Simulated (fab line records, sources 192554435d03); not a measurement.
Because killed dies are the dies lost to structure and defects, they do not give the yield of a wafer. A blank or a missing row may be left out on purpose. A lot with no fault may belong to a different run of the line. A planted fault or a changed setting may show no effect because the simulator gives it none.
Which tool is to blame?	flow n5 finfet	24 lots with 72 wafers sampled at 4 steps, on a route of 1938 steps

WHAT THE GAUGES SHOWED, per wafer
N5_BEOL_M14_INSPECT_55: inspects for defects (darkfield). Usual: 64 for raw defect count, sd 25.
lot	measured	on	raw defect count	flag
L074	day 11 08:53	defect inspect-02	50 53 55	
L075	day 11 13:43	defect inspect-01	69 39 56	
L077	day 12 11:50	defect inspect-02	54 53 69	
L076	day 12 17:07	defect inspect-01	71 104 48	
L078	day 12 17:29	defect inspect-01	61 103 87	
L079	day 12 22:02	defect inspect-01	78 65 59	
L080	day 13 09:54	defect inspect-01	76 132 109	
L081	day 13 12:52	defect inspect-01	72 88 72	
L083	day 13 15:47	defect inspect-02	41 18 40	
L082	day 14 15:05	defect inspect-02	102 69 79	
L085	day 15 00:49	defect inspect-02	57 78 51	
L084	day 15 13:35	defect inspect-02	92 70 55	
L088	day 15 14:06	defect inspect-02	48 55 44	
L089	day 15 14:38	defect inspect-02	48 34 46	
L086	day 15 14:38	defect inspect-01	67 47 58	
L087	day 15 16:56	defect inspect-01	65 49 42	
L090	day 15 17:21	defect inspect-02	73 66 84	
L092	day 16 14:34	defect inspect-01	68 60 70	
L091	day 16 15:47	defect inspect-02	28 40 60	
L093	day 16 15:50	defect inspect-01	51 60 39	
L094	day 17 09:34	defect inspect-01	71 97 76	
L095	day 17 11:19	defect inspect-01	47 38 40	
L097	day 17 18:21	defect inspect-02	72 37 60	
L096	day 17 21:34	defect inspect-02	69 107 71	

N5_BEOL_M15_CD_MEAS_28 targets a cd of 407.6 nm. Usual: 407.6 nm for cd nm, sd 2.4.
lot	measured	on	cd nm (nm)	flag
L074	day 11 10:56	cd sem-02	409.8 409.9 407.5	
L075	day 11 16:01	cd sem-01	403.0 404.6 405.7	
L077	day 12 13:56	cd sem-01	406.2 404.7 406.8	
L076	day 12 19:25	cd sem-03	404.1 405.1 405.9	
L078	day 12 20:01	cd sem-02	405.3 404.1 406.4	
L079	day 13 00:13	cd sem-02	404.9 402.8 404.8	
L080	day 13 12:02	cd sem-02	405.8 404.4 403.4	
L081	day 13 15:12	cd sem-03	409.4 409.7 406.0	
L083	day 13 17:58	cd sem-02	405.9 409.2 404.4	
L082	day 14 17:17	cd sem-01	409.3 408.4 408.6	
L085	day 15 02:59	cd sem-02	405.8 410.4 408.2	
L084	day 15 15:53	cd sem-03	406.4 405.7 404.3	
L088	day 15 16:31	cd sem-03	408.0 407.6 408.6	
L089	day 15 16:55	cd sem-03	406.1 409.0 407.5	
L086	day 15 16:57	cd sem-03	410.9 411.0 411.7	
L087	day 15 19:19	cd sem-01	406.7 408.5 411.5	
L090	day 15 20:08	cd sem-01	409.0 406.4 406.8	
L092	day 16 16:53	cd sem-02	407.3 408.9 404.3	
L091	day 16 18:06	cd sem-02	414.3 415.5 409.6	
L093	day 16 18:08	cd sem-03	409.0 408.7 408.0	
L094	day 17 11:44	cd sem-03	409.7 411.3 412.0	
L095	day 17 13:37	cd sem-02	408.7 407.8 408.4	
L097	day 17 20:45	cd sem-02	408.9 408.9 408.3	
L096	day 17 23:40	cd sem-03	404.6 406.4 408.7	

N5_MIM_BOT_LITHO_INSPECT_12: inspects for defects (macro). Usual: 2.0 for raw defect count, sd 1.6.
lot	measured	on	raw defect count	flag
L074	day 11 20:20	defect inspect-01	1 0 1	
L075	day 12 02:02	defect inspect-01	2 3 3	
L077	day 13 00:55	defect inspect-01	2 1 7	
L076	day 13 01:49	defect inspect-01	1 1 0	
L078	day 13 04:51	defect inspect-01	2 1 6	
L079	day 13 07:08	defect inspect-01	1 1 2	
L080	day 13 19:40	defect inspect-01	4 0 2	
L081	day 13 22:01	defect inspect-01	1 1 2	
L083	day 14 00:06	defect inspect-02	3 2 1	
L082	day 15 05:05	defect inspect-01	6 1 1	
L085	day 15 10:10	defect inspect-01	2 1 3	
L084	day 16 03:48	defect inspect-01	1 4 2	
L088	day 16 04:05	defect inspect-01	1 3 2	
L089	day 16 04:15	defect inspect-02	3 0 1	
L086	day 16 04:34	defect inspect-02	0 1 2	
L087	day 16 08:04	defect inspect-01	3 2 3	
L090	day 16 08:32	defect inspect-02	1 6 3	
L092	day 17 01:47	defect inspect-02	1 2 1	
L091	day 17 01:50	defect inspect-01	0 0 3	
L093	day 17 08:56	defect inspect-02	2 0 1	
L094	day 17 19:11	defect inspect-02	7 1 4	
L095	day 17 23:20	defect inspect-01	5 2 1	
L097	day 18 02:44	defect inspect-01	3 2 2	
L096	day 18 08:07	defect inspect-01	1 1 1	

EACH LOT AND THE TOOL THAT RAN IT (in order: tool; ch and the chambers of the sampled wafers; start)
lot	N5_BEOL_M14_SPUTTER_44
L074	pvd sputter-01, day 11 07:44
L075	pvd sputter-02, day 11 12:34
L077	pvd sputter-01, day 12 10:25
L076	pvd sputter-02, day 12 15:58
L078	pvd sputter-01, day 12 16:21
L079	pvd sputter-02, day 12 20:53
L080	pvd sputter-02, day 13 08:46
L081	pvd sputter-03, day 13 11:34
L083	pvd sputter-02, day 13 14:39
L082	pvd sputter-03, day 14 13:58
L085	pvd sputter-03, day 14 23:41
L084	pvd sputter-02, day 15 12:17
L088	pvd sputter-02, day 15 12:57
L089	pvd sputter-03, day 15 13:07
L086	pvd sputter-02, day 15 13:28
L087	pvd sputter-02, day 15 15:47
L090	pvd sputter-02, day 15 16:07
L092	pvd sputter-03, day 16 13:26
L091	pvd sputter-01, day 16 14:34
L093	pvd sputter-03, day 16 14:37
L094	pvd sputter-03, day 17 08:15
L095	pvd sputter-02, day 17 09:27
L097	pvd sputter-03, day 17 17:13
L096	pvd sputter-03, day 17 20:25
- N5_BEOL_M14_SPUTTER_44: material Ta, target thk 15 nm, time 24.19 s.

WHAT THE TOOLS THEMSELVES READ (means of the sampled wafers that have a number; where no wafer has one, the mark that the record gives instead)
N5_BEOL_M14_SPUTTER_44. Usual: bias v 79.9 V, standard deviation 0.76; chamber pressure pa 0.07 Pa, standard deviation 0.00015; throttle valve pct 29.8 %, standard deviation 1.1.
lot	tool	bias v (V)	chamber pressure pa (Pa)	throttle valve pct (%)	flag
L074	pvd sputter-01	79.1	0.07	29.7	
L075	pvd sputter-02	79.5	0.07	30.0	
L077	pvd sputter-01	79.6	0.07	30.2	
L076	pvd sputter-02	79.7	0.07	30.2	
L078	pvd sputter-01	79.9	0.07	29.8	
L079	pvd sputter-02	80.2	0.07	29.4	
L080	pvd sputter-02	80.2	0.07	29.9	
L081	pvd sputter-03	79.9	0.07	28.8	
L083	pvd sputter-02	80.0	0.07	30.0	
L082	pvd sputter-03	79.2	0.07	28.9	
L085	pvd sputter-03	79.5	0.07	30.1	
L084	pvd sputter-02	80.4	0.07	30.8	
L088	pvd sputter-02	80.0	0.07	30.2	
L089	pvd sputter-03	79.6	0.07	29.5	
L086	pvd sputter-02	79.5	0.07	29.4	
L087	pvd sputter-02	79.8	0.07	30.3	
L090	pvd sputter-02	79.6	0.07	29.9	
L092	pvd sputter-03	80.3	0.07	28.5	
L091	pvd sputter-01	79.2	0.07	30.2	
L093	pvd sputter-03	80.3	0.07	30.0	
L094	pvd sputter-03	79.7	0.07	30.8	
L095	pvd sputter-02	80.6	0.07	29.1	
L097	pvd sputter-03	79.0	0.07	29.3	
L096	pvd sputter-03	80.2	0.07	29.0	

THE ANSWER, worked out from the rows above alone
Rule: a lot is off if the mean of its wafers that have a number lies more than 3 standard deviations from the usual mean. A lot without any number at a reading at which 4 lots or more have one is off too. Any other lot the step has rows for is counted as sound. The gauges are gone through in route order, then the tools' own readings, and for those a lot's mean is taken as printed above. The first step at which some lot is off is used, and at that step the reading that is off furthest; a lot without a number counts as furthest.
None of the lots is off at any reading shown; this tells nothing.

WHAT THE SIMULATOR PUT IN
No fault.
